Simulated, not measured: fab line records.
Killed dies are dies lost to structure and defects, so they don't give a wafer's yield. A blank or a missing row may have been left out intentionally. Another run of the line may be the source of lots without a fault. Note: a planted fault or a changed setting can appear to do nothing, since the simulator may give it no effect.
Matching of chambers | flow nandHarc | NHARC_P_M2_PRE_CLEAN_32 on pecvd-02 has 3 sister chambers
The step time 12 s. 3 wafers are shown with their chamber, then 10 later ones without.

## EACH WAFER AND ITS CHAMBER
wafer  | chamber | heaterPowerW (W)
L087.2 | 2       | 566
L087.3 | 1       | 788
L087.4 | 0       | 730

## WAFERS WHOSE CHAMBER IS MISSING
wafer  | heaterPowerW (W)
L087.6 | 563
L089.2 | 751
L089.3 | 643
L089.4 | 743
L090.4 | 770
L090.5 | 588
L090.6 | 804
L092.3 | 795
L092.4 | 639
L092.5 | 823

## WHICH CHAMBER EACH WENT THROUGH
wafer  | from the rows above          | in truth
L087.6 | 2                            | 2
L089.2 | can't be placed: 0 or 1      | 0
L089.3 | can't be placed: 2 or 0 or 1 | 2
L089.4 | can't be placed: 0 or 1      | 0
L090.4 | can't be placed: 1 or 0      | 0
L090.5 | 2                            | 2
L090.6 | can't be placed: 1 or 0      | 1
L092.3 | can't be placed: 1 or 0      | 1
L092.4 | can't be placed: 2 or 0      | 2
L092.5 | can't be placed: 1 or 0      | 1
2 of 10 placed correctly. From these rows, 8 cannot be placed; in 8 the true chamber is one of the candidates. 0 placed wrongly.
How it was worked out, from the rows above alone: a wafer's distance from a chamber is the root of the sum, over the readings, of the square of ((its reading less the chamber's mean) divided by the reading's scatter). The wafer belongs to the nearest chamber; if the next one is less than 2 further off, it can't be placed. The mean given for a chamber averages the wafers shown for that chamber. The scatter: with one shown wafer a chamber, the root of the mean of the squares of how far each hidden wafer lies from its nearest shown one.
